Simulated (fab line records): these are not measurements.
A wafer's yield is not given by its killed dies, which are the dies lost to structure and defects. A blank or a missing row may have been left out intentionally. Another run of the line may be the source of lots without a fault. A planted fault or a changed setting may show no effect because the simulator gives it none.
Split-lot experiment | flow n5_finfet | 21 wafers read from 7 lots, route of 1938 steps

== THE SPLIT ITSELF ==
At N5_BEOL_M14_COAT_58 (time 60 s, resist thk 89 nm), the setting spin_rpm was moved away from the recipe's 1500 rpm on 7 of the 21 wafers read, by -6.1% to +10.8%. This setting was run at the recipe's value on the other wafers.

== FROM THE SPLIT TO THE READING: what the file shows between them, 3 steps ==
- N5_BEOL_M14_COAT_04: resist thk 800 nm
- N5_BEOL_M14_EBR_06
- N5_BEOL_M14_DESCUM_15: chemistry O2, time 7.9 s

== THE READING ==
etch.depth_nm (the simulator's own value, which no gauge read), in nm, at N5_BEOL_M14_ETCH_59 (etches BARC in N2/H2, target depth 89 nm, overetch 26.7 nm, time 67.9 s). There is no usual value for it anywhere in the file. The 14 wafers here that ran the recipe average 89.18 nm, standard deviation 0.23 nm.

wafer  | tool, chamber at the split | spin_rpm as run, rpm | against the recipe | etch.depth_nm, nm | against lot-mates on the recipe
L074.2 | litho_track-05, 0          | 1573                 | +4.9%              | 87.2              | -2.04
L074.3 | litho_track-05, 0          | 1500                 | recipe             | 89.14             | -
L074.5 | litho_track-05, 0          | 1500                 | recipe             | 89.34             | -
L078.3 | litho_track-05, 0          | 1409                 | -6.1%              | 92.22             | +2.85
L078.5 | litho_track-05, 0          | 1500                 | recipe             | 89.47             | -
L078.6 | litho_track-05, 0          | 1500                 | recipe             | 89.26             | -
L082.3 | litho_track-02, 0          | 1542                 | +2.8%              | 87.86             | -1.39
L082.5 | litho_track-02, 0          | 1500                 | recipe             | 89.51             | -
L082.6 | litho_track-02, 0          | 1500                 | recipe             | 88.98             | -
L085.1 | litho_track-04, 0          | 1418                 | -5.5%              | 91.31             | +2.51
L085.2 | litho_track-04, 0          | 1500                 | recipe             | 88.84             | -
L085.6 | litho_track-04, 0          | 1500                 | recipe             | 88.76             | -
L091.2 | litho_track-04, 0          | 1500                 | recipe             | 89.03             | -
L091.3 | litho_track-04, 0          | 1662                 | +10.8%             | 84.69             | -4.34
L091.5 | litho_track-04, 0          | 1662                 | +10.8%             | 84.79             | -4.24
L090.2 | litho_track-05, 0          | 1500                 | recipe             | 89.14             | -
L090.4 | litho_track-05, 0          | 1500                 | recipe             | 89.45             | -
L090.5 | litho_track-05, 0          | 1601                 | +6.7%              | 86.04             | -3.25
L094.3 | litho_track-05, 0          | 1500                 | recipe             | 89.31             | -
L094.4 | litho_track-05, 0          | 1500                 | recipe             | 88.98             | -
L094.5 | litho_track-05, 0          | 1500                 | recipe             | 89.29             | -

FIT RESULTS
A straight line over all 21 wafers: etch.depth_nm changes by -0.427 nm for each +1% of spin_rpm; r = -0.99; the points scatter about the line by 0.24 nm.
The same after taking each lot's own level away (the mean of its wafers on the recipe; 21 wafers): -0.425 nm for each +1%; r = -0.99; scatter 0.2 nm.
The reading moves by 4.6 nm for the largest change in spin_rpm, on that fit.
Measured against the standard deviation above, the lots' own levels, which go from 88.800 to 89.365 nm, span 2.5 times it.
So the lot-to-lot level changes the slope little: the two slopes agree.
Check: -4.66 nm against its lot-mates is what the line predicts for one of the wafers moved furthest among these (+10.8%) when that wafer is left out of the fit. Against them it came out at -4.34 nm.

== THE OTHER SPLITS THESE WAFERS WENT THROUGH ==
Note: prior to the reading, these wafers also went through further splits. Each is held against what the fit with the lots' levels taken away leaves over:
other split on the same wafers    | wafers away from the commonest value | r with etch.depth_nm (lot level and that fit taken away)
N5_BEOL_M12_STRIP_37 h2_flow_sccm | 7                                    | +0.03
N5_BEOL_M13_ILD_DEP_00 time_s     | 6                                    | -0.27
N5_BEOL_M13_COAT_04 spin_rpm      | 5                                    | +0.10

== THE WHOLE CHAIN: every reading that the file lists as answering this split, in the file's order ==
step                | what it does                                                            | reading                                                                          | change (the file's fit)               | r (the file's)
N5_BEOL_M14_COAT_58 | time 60 s, resist thk 89 nm                                             | BARC_of_BEOL_M14_COAT_58.thk_nm (the simulator's own value, which no gauge read) | -0.442 nm for each +1% of the setting | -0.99
N5_BEOL_M14_ETCH_59 | etches BARC in N2/H2, target depth 89 nm, overetch 26.7 nm, time 67.9 s | etch.depth_nm (the simulator's own value, which no gauge read)                   | -0.435 nm for each +1% of the setting | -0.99

== THE FILE'S OWN FIT ==
etch.depth_nm changes by -0.435 nm for each +1% of spin_rpm, r = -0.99.
